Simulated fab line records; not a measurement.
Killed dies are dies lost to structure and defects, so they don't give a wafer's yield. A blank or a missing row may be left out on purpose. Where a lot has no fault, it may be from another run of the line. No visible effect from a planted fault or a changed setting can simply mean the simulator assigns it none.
Which tool was responsible?	flow nand-harc	Sampling: 24 lots, 72 wafers, 6 of 1159 route steps

== WHAT THE GAUGES SHOWED, per wafer ==
NHARC_A_BLC_INSPECT_12. Usual: 29 for raw-defect-count, sd 12.
lot	measured	on	raw-defect-count	flag
L074	day 17 11:19	defect-inspect-02	27 26 27	
L077	day 17 12:29	defect-inspect-02	13 19 19	
L075	day 17 13:52	defect-inspect-01	19 24 24	
L076	day 17 16:16	defect-inspect-01	26 32 27	
L078	day 17 19:57	defect-inspect-02	31 21 26	
L079	day 18 23:34	defect-inspect-01	34 39 36	
L084	day 19 04:33	defect-inspect-01	30 31 34	
L080	day 19 12:39	defect-inspect-01	11 14 6	
L082	day 19 15:39	defect-inspect-02	33 40 37	
L083	day 19 16:35	defect-inspect-01	22 26 27	
L081	day 19 17:43	defect-inspect-02	14 13 10	
L085	day 20 02:00	defect-inspect-01	13 15 16	
L086	day 20 02:10	defect-inspect-02	30 15 24	
L087	day 20 07:46	defect-inspect-01	42 42 33	
L088	day 20 14:39	defect-inspect-01	24 40 30	
L089	day 21 10:23	defect-inspect-01	50 54 46	
L091	day 21 11:16	defect-inspect-01	13 19 10	
L090	day 21 12:25	defect-inspect-01	60 46 51	
L092	day 21 17:01	defect-inspect-02	12 14 19	
L093	day 21 22:08	defect-inspect-01	43 41 35	
L094	day 21 23:26	defect-inspect-01	43 32 38	
L095	day 23 01:49	defect-inspect-01	14 21 19	
L097	day 23 02:28	defect-inspect-01	37 35 44	
L096	day 23 03:26	defect-inspect-01	41 53 47	

NHARC_A_BLC_INSPECT_28. Usual: 477 for raw-defect-count, sd 160.
lot	measured	on	raw-defect-count	flag
L074	day 17 14:31	defect-inspect-01	427 934 602	
L077	day 17 16:02	defect-inspect-02	313 379 304	
L075	day 17 17:01	defect-inspect-02	520 256 314	
L076	day 17 19:40	defect-inspect-01	471 571 834	
L078	day 18 01:18	defect-inspect-01	779 483 611	
L079	day 19 04:17	defect-inspect-02	376 451 645	
L084	day 19 09:45	defect-inspect-02	297 364 436	
L080	day 19 16:20	defect-inspect-02	630 634 854	
L082	day 19 18:41	defect-inspect-02	566 380 433	
L083	day 19 19:38	defect-inspect-02	521 366 534	
L081	day 20 00:34	defect-inspect-02	434 349 465	
L085	day 20 07:01	defect-inspect-01	327 340 351	
L086	day 20 07:27	defect-inspect-02	432 444 536	
L087	day 20 11:01	defect-inspect-02	372 359 430	
L088	day 20 17:54	defect-inspect-02	268 596 337	
L089	day 21 16:47	defect-inspect-01	429 354 415	
L091	day 21 18:20	defect-inspect-01	461 656 584	
L090	day 21 18:44	defect-inspect-01	337 352 450	
L092	day 22 03:34	defect-inspect-02	455 429 444	
L093	day 22 06:31	defect-inspect-01	459 432 406	
L094	day 22 06:58	defect-inspect-02	448 386 539	
L095	day 23 11:38	defect-inspect-02	442 269 349	
L097	day 23 11:38	defect-inspect-01	454 640 510	
L096	day 23 15:26	defect-inspect-01	650 920 1022	

NHARC_A_M0_OVL_MEAS_10: pitch 160 nm. Usual: overlay-x-nm -0.3 nm, standard deviation 0.71; overlay-y-nm 0.0 nm, standard deviation 0.72.
lot	measured	on	overlay-x-nm (nm)	overlay-y-nm (nm)	flag
L074	day 17 15:23	overlay-01	-0.5 0.2 0.1	0.5 0.1 0.2	
L077	day 17 16:53	overlay-01	-0.7 -1.3 -0.5	-0.4 0.0 -0.3	
L075	day 17 17:53	overlay-02	0.6 -0.2 0.5	0.4 0.5 0.6	
L076	day 17 20:41	overlay-02	-0.7 -0.9 -1.0	0.1 0.0 0.3	
L078	day 18 02:18	overlay-02	-1.1 -0.8 -0.6	-0.4 -0.4 -0.8	
L079	day 19 05:08	overlay-01	0.8 -0.2 -0.2	0.1 0.5 0.3	
L084	day 19 10:45	overlay-02	-0.1 0.0 -0.3	0.6 0.6 0.7	
L080	day 19 17:13	overlay-02	-0.2 0.5 -0.2	-0.2 -0.7 -0.6	
L082	day 19 19:41	overlay-02	-0.3 -0.6 -0.5	-0.4 -0.4 0.1	
L083	day 19 20:38	overlay-01	-1.7 -1.9 -1.7	-0.3 0.1 0.0	
L081	day 20 01:33	overlay-02	-1.5 -1.2 -0.7	-0.4 -0.7 -0.9	
L085	day 20 08:01	overlay-02	1.5 1.1 0.8	0.5 1.0 0.9	
L086	day 20 08:34	overlay-02	-0.1 -0.2 0.0	1.2 0.7 -0.2	
L087	day 20 11:53	overlay-02	0.2 -0.3 -0.4	1.2 0.8 1.3	
L088	day 20 18:51	overlay-02	-1.1 -0.7 -1.4	-0.7 -0.5 -0.6	
L089	day 21 17:46	overlay-02	1.1 1.2 0.7	-0.9 -0.9 -1.2	
L091	day 21 19:19	overlay-01	-0.2 -0.1 -0.2	1.0 1.2 0.8	
L090	day 21 19:36	overlay-02	-0.8 -0.4 -1.0	0.8 0.9 0.8	
L092	day 22 05:03	overlay-01	-0.8 -0.6 -0.9	-0.9 -0.6 -0.9	
L093	day 22 07:22	overlay-01	0.5 0.4 0.6	-1.0 -0.9 -1.2	
L094	day 22 08:22	overlay-02	-1.5 -0.8 -0.4	-1.3 -0.9 -1.3	
L095	day 23 12:39	overlay-01	0.6 0.5 0.6	-0.2 0.0 0.7	
L097	day 23 12:29	overlay-01	-0.2 -0.3 -1.0	-0.4 -0.6 -0.8	
L096	day 23 16:18	overlay-02	-1.0 -0.6 -0.4	0.7 0.5 0.9	

NHARC_A_M0_INSPECT_11. Usual: 29 for raw-defect-count, sd 13.
lot	measured	on	raw-defect-count	flag
L074	day 17 15:26	defect-inspect-02	26 27 31	
L077	day 17 16:56	defect-inspect-01	13 16 12	
L075	day 17 17:55	defect-inspect-01	22 23 23	
L076	day 17 20:43	defect-inspect-01	26 34 26	
L078	day 18 02:20	defect-inspect-02	29 16 33	
L079	day 19 05:11	defect-inspect-01	36 42 30	
L084	day 19 10:47	defect-inspect-02	28 35 36	
L080	day 19 17:15	defect-inspect-02	12 14 7	
L082	day 19 19:44	defect-inspect-01	34 43 36	
L083	day 19 20:40	defect-inspect-01	23 31 28	
L081	day 20 01:35	defect-inspect-02	16 9 10	
L085	day 20 08:04	defect-inspect-02	12 14 12	
L086	day 20 08:37	defect-inspect-02	29 16 24	
L087	day 20 11:55	defect-inspect-02	42 45 34	
L088	day 20 18:53	defect-inspect-02	32 40 31	
L089	day 21 17:49	defect-inspect-01	50 54 43	
L091	day 21 19:21	defect-inspect-01	15 20 12	
L090	day 21 19:38	defect-inspect-01	61 46 51	
L092	day 22 05:06	defect-inspect-01	13 16 20	
L093	day 22 07:25	defect-inspect-02	50 49 44	
L094	day 22 08:24	defect-inspect-01	41 33 37	
L095	day 23 12:41	defect-inspect-01	19 22 19	
L097	day 23 12:32	defect-inspect-01	39 37 47	
L096	day 23 16:20	defect-inspect-01	44 48 52	

== WHAT TOOL EACH LOT RAN ON (gives the tool, then ch and the chambers of the sampled wafers, and finally the start) ==
lot	NHARC_A_CONTACT_ETCH_98	NHARC_A_CONTACT_ETCH_110
L074	rie-diel-13 ch 0,1,3, day 17 04:25 or earlier	rie-diel-11 ch 1,3, day 17 04:25
L077	rie-diel-11 ch 0,2,3, day 17 05:05 or earlier	rie-diel-11 ch 0,3, day 17 05:05
L075	rie-diel-11 ch 1,2,3, day 17 08:29 or earlier	rie-diel-11 ch 1,2,3, day 17 08:29
L076	rie-diel-11 ch 0,1,3, day 17 13:29 or earlier	rie-diel-11 ch 0,3, day 17 13:29
L078	rie-diel-11 ch 2,3, day 17 17:10 or earlier	rie-diel-13 ch 0,3, day 17 17:10
L079	rie-diel-12 ch 1,2,3, day 18 19:04	rie-diel-11 ch 1,2, day 18 19:26
L084	rie-diel-11 ch 1,2,3, day 19 00:25 or earlier	rie-diel-12 ch 0,1, day 19 00:25
L080	rie-diel-12 ch 0,2,3, day 19 09:52 or earlier	rie-diel-13 ch 2,3, day 19 09:52
L082	rie-diel-12 ch 0,2, day 19 11:14 or earlier	rie-diel-13 ch 0,1,2, day 19 11:14
L083	rie-diel-13 ch 0,2,3, day 19 13:06 or earlier	rie-diel-11 ch 1,2, day 19 13:06
L081	rie-diel-12 ch 0,2, day 19 14:25 or earlier	rie-diel-13 ch 0,1,3, day 19 14:25
L085	rie-diel-11 ch 0,1,2, day 19 22:53 or earlier	rie-diel-12 ch 0,2, day 19 22:53
L086	rie-diel-11 ch 0,3, day 19 23:12 or earlier	rie-diel-11 ch 1,2,3, day 19 23:12
L087	rie-diel-12 ch 0,3, day 20 02:11 or earlier	rie-diel-11 ch 1,2, day 20 02:11
L088	rie-diel-11 ch 0,1,3, day 20 11:47 or earlier	rie-diel-12 ch 0,2,3, day 20 11:47
L089	rie-diel-11 ch 1,2,3, day 21 05:04 or earlier	rie-diel-11 ch 0,2,3, day 21 05:04
L091	rie-diel-13 ch 1,2, day 21 07:19 or earlier	rie-diel-12 ch 0,1,2, day 21 07:19
L090	rie-diel-12 ch 0,1,2, day 21 09:38 or earlier	rie-diel-11 ch 0,1,3, day 21 09:38
L092	rie-diel-11 ch 1,2,3, day 21 11:28 or earlier	rie-diel-11 ch 1,3, day 21 11:28
L093	rie-diel-11 ch 0,2,3, day 21 15:05 or earlier	rie-diel-11 ch 0,1,3, day 21 15:05
L094	rie-diel-11 ch 0,1,2, day 21 16:42 or earlier	rie-diel-11 ch 1,2,3, day 21 16:42
L095	rie-diel-13 ch 1,2,3, day 22 22:59 or earlier	rie-diel-12 ch 2,3, day 22 22:59
L097	rie-diel-13 ch 0,1,2, day 22 23:13 or earlier	rie-diel-12 ch 0,1,3, day 22 23:13
L096	rie-diel-12 ch 0,1,2, day 23 00:41 or earlier	rie-diel-13 ch 0,2,3, day 23 00:41
- NHARC_A_CONTACT_ETCH_98: etches the open film in C4F6/O2, target depth 20 nm, time 10 s.
- NHARC_A_CONTACT_ETCH_110: etches the open film in CF4/O2, target depth 50 nm, overetch 5 nm, time 27.5 s.

== WHAT THE TOOLS THEMSELVES READ (means of the sampled wafers that have a number; where no wafer has one, the mark that the record gives instead) ==
NHARC_A_CONTACT_ETCH_98. Usual: drypump-motor-current-A 5.9 A, standard deviation 0.59; oes-product-au 0.963 a.u., standard deviation 0.028; rf-vpp-V 547 V, standard deviation 3.6; showerhead-plenum-p-Torr 3.92 Torr, standard deviation 0.18; throttle-valve-pct 26.903 %, standard deviation 0.0088.
lot	tool	drypump-motor-current-A (A)	oes-product-au (a.u.)	rf-vpp-V (V)	showerhead-plenum-p-Torr (Torr)	throttle-valve-pct (%)	flag
L074	rie-diel-13	5.7	0.981	550	4.09	26.903	
L077	rie-diel-11	5.7	0.951	547	3.92	26.907	
L075	rie-diel-11	5.9	0.953	546	3.86	26.893	
L076	rie-diel-11	6.3	0.948	547	3.97	26.896	
L078	rie-diel-11	5.8	0.935	544	3.82	26.900	
L079	rie-diel-12	6.1	0.956	542	3.71	26.904	
L084	rie-diel-11	5.9	0.954	545	3.86	26.902	
L080	rie-diel-12	5.8	0.976	545	3.84	26.903	
L082	rie-diel-12	5.5	0.967	548	4.01	26.901	
L083	rie-diel-13	6.1	0.996	547	3.94	26.906	
L081	rie-diel-12	5.5	1.010	549	4.01	26.905	
L085	rie-diel-11	5.8	0.943	548	3.96	26.897	
L086	rie-diel-11	6.0	0.957	549	4.03	26.906	
L087	rie-diel-12	5.5	0.943	548	4.00	26.899	
L088	rie-diel-11	6.3	0.987	548	3.96	26.907	
L089	rie-diel-11	5.9	0.942	545	3.85	26.909	
L091	rie-diel-13	6.1	0.946	551	4.16	26.911	
L090	rie-diel-12	5.8	0.952	545	3.86	26.900	
L092	rie-diel-11	5.9	0.946	545	3.85	26.902	
L093	rie-diel-11	5.7	0.958	546	3.91	26.900	
L094	rie-diel-11	5.8	0.982	547	3.95	26.897	
L095	rie-diel-13	6.0	1.011	551	4.09	26.903	
L097	rie-diel-13	5.7	1.016	551	4.12	26.905	
L096	rie-diel-12	5.8	0.950	545	3.85	26.911	

NHARC_A_CONTACT_ETCH_110. Usual: drypump-motor-current-A 5.9 A, standard deviation 0.62; oes-product-au 0.998 a.u., standard deviation 0.017; rf-vpp-V 197.6 V, standard deviation 1.4; showerhead-plenum-p-Torr 1.33 Torr, standard deviation 0.064; throttle-valve-pct 13.397 %, standard deviation 0.0085.
lot	tool	drypump-motor-current-A (A)	oes-product-au (a.u.)	rf-vpp-V (V)	showerhead-plenum-p-Torr (Torr)	throttle-valve-pct (%)	flag
L074	rie-diel-11	6.5	0.998	197.5	1.33	13.406	
L077	rie-diel-11	6.2	1.005	197.6	1.34	13.389	
L075	rie-diel-11	5.9	0.997	197.1	1.31	13.392	
L076	rie-diel-11	6.2	0.998	197.8	1.34	13.393	
L078	rie-diel-13	5.8	1.008	198.7	1.41	13.400	
L079	rie-diel-11	6.0	0.987	197.3	1.32	13.400	
L084	rie-diel-12	5.7	1.007	197.7	1.33	13.395	
L080	rie-diel-13	6.4	1.014	196.8	1.28	13.393	
L082	rie-diel-13	5.7	1.014	197.2	1.34	13.401	
L083	rie-diel-11	6.0	0.979	198.0	1.32	13.393	
L081	rie-diel-13	5.7	1.021	198.7	1.39	13.394	
L085	rie-diel-12	5.8	1.007	196.5	1.30	13.396	
L086	rie-diel-11	5.9	0.992	197.8	1.31	13.392	
L087	rie-diel-11	6.0	0.987	197.7	1.32	13.396	
L088	rie-diel-12	5.8	1.010	197.3	1.30	13.395	
L089	rie-diel-11	5.7	0.994	198.2	1.33	13.395	
L091	rie-diel-12	5.8	1.008	198.1	1.31	13.405	
L090	rie-diel-11	6.3	1.000	197.1	1.35	13.407	
L092	rie-diel-11	6.5	1.005	197.3	1.33	13.392	
L093	rie-diel-11	6.3	0.993	197.5	1.35	13.399	
L094	rie-diel-11	5.9	0.996	196.8	1.31	13.396	
L095	rie-diel-12	6.1	0.983	195.4	1.23	13.388	
L097	rie-diel-12	5.7	1.002	196.7	1.31	13.402	
L096	rie-diel-13	6.0	1.016	198.6	1.41	13.399	

== THE ANSWER, worked out from the rows above alone ==
Rule: a lot is off if the mean of its wafers that have a number lies more than 3 standard deviations from the usual mean. Also off: a lot with no number at a reading for which 4 or more lots have one. Where the step has rows for the other lots, those lots are counted as sound. Order of review: gauges by route order, followed by the tools' own readings, for which a lot's mean as printed above is used. At the first step where some lot is off, the reading lying furthest off is the one used; lots without a number count as furthest.
No lot is off at any reading shown: from this, nothing can be told.

== WHAT HAD BEEN PUT IN BY THE SIMULATOR ==
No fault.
